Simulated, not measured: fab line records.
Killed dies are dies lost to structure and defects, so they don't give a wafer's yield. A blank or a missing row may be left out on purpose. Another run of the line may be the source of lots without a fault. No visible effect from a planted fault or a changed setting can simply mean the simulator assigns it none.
One fault through the eyes of 3 desks / flow n5 finfet / numbers are kept per desk, each desk with only its own; the story behind them comes last

AT THE TOOL OWNER'S DESK: litho track-01
The tool's own readings at N5_BEOL_M7_COAT_63 (time 60 s, resist thk 60 nm): means of the sampled wafers that have a number, for each lot that ran on this tool. The brackets show how far a lot's mean lies from the usual mean; more than 4 standard deviations puts the lot out of limits, marked OUT.
Columns: A = chill plate temp C at N5_BEOL_M7_COAT_63, usual 23.02 C; B = heater power total W at N5_BEOL_M7_COAT_63, usual 500.5 W; C = plate temp C at N5_BEOL_M7_COAT_63, usual 249.96 C
lot=L574; first seen here=day 9 17:27; A=22.98; B=500.2; C=249.88
lot=L576; first seen here=day 10 02:16; A=22.91; B=519.5 (+11) OUT; C=258.39 (+47) OUT
lot=L578; first seen here=day 10 09:31; A=23.22; B=519.9 (+11) OUT; C=258.30 (+46) OUT
lot=L579; first seen here=day 10 17:14; A=23.04; B=519.7 (+11) OUT; C=258.19 (+46) OUT
lot=L587; first seen here=day 12 22:58; A=23.13; B=500.5; C=249.82
lot=L590; first seen here=day 13 17:03; A=23.05; B=498.7; C=249.95
lot=L591; first seen here=day 14 00:37; A=22.97; B=501.5; C=249.93
Finding of this desk: L576, L578, L579 out of limits; the first was L576 at day 10 02:16, on heater power total W at N5_BEOL_M7_COAT_63. L574, L587, L590, L591 stayed within limits.

THE DEFECT DESK
Per lot, the means of the sampled wafers with a number show what the inspections along the route counted. The brackets show how far a lot's mean lies from the usual mean; more than 4 standard deviations puts the lot out of limits, marked OUT.
Columns: A = raw defect count at N5_BEOL_M7_INSPECT_13, usual 373; B = raw defect count at N5_BEOL_M7_INSPECT_30, usual 383
lot=L574; first seen here=day 9 15:37; A=334; B=325
lot=L576; first seen here=day 9 23:42; A=311; B=308
lot=L578; first seen here=day 10 08:05; A=361; B=387
lot=L579; first seen here=day 10 15:26; A=320; B=322
lot=L586; first seen here=day 12 10:29; A=339; B=360
lot=L588; first seen here=day 12 18:29; A=312; B=330
lot=L587; first seen here=day 12 21:04; A=281; B=322
lot=L589; first seen here=day 13 05:56; A=422; B=475
lot=L590; first seen here=day 13 16:20; A=289; B=317
lot=L591; first seen here=day 13 21:20; A=472; B=527
lot=L592; first seen here=day 14 05:13; A=376; B=375
lot=L593; first seen here=day 14 10:49; A=385; B=421
Finding of this desk: none of the 12 lots has anything out of limits.

AT THE METROLOGY DESK
Lot by lot, what the gauges showed, no matter which tool ran the lot: averages of those sampled wafers that carry a number. The brackets show how far a lot's mean lies from the usual mean; more than 4 standard deviations puts the lot out of limits, marked OUT.
Columns: A = cd nm at N5_BEOL_M7_CD_MEAS_28, usual 40.10 nm
lot=L574; first seen here=day 9 17:43; A=40.02
lot=L576; first seen here=day 10 02:32; A=40.01
lot=L578; first seen here=day 10 09:55; A=40.11
lot=L579; first seen here=day 10 17:38; A=40.32
lot=L586; first seen here=day 12 13:28; A=39.93
lot=L588; first seen here=day 12 20:11; A=39.94
lot=L587; first seen here=day 12 23:14; A=40.10
lot=L589; first seen here=day 13 07:44; A=40.20
lot=L590; first seen here=day 13 17:20; A=40.01
lot=L591; first seen here=day 14 01:02; A=39.90
lot=L592; first seen here=day 14 06:01; A=39.75
lot=L593; first seen here=day 14 12:36; A=39.94
Finding of this desk: none of the 12 lots has anything out of limits.

BROUGHT TOGETHER
An alarm could have come from the tool owner's desk at day 10 02:16, on L576, L578, L579.
The defect desk saw nothing out of limits.
Metrology desk: nothing out of limits seen.
The defect desk has L576, L578, L579 on record, within its limits.
The metrology desk has L576, L578, L579 on record, within its limits.
Every lot named ran N5_BEOL_M7_COAT_63 on litho track-01.

WHAT THE SIMULATOR HAD PUT IN
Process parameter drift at N5_BEOL_M7_COAT_63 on litho track-01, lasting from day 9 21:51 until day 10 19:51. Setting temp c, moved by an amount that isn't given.
Shown lots that were struck: L576, L578, L579.
Hours from the fault's start to each desk's first reading out of limits: the tool owner's desk, 4.
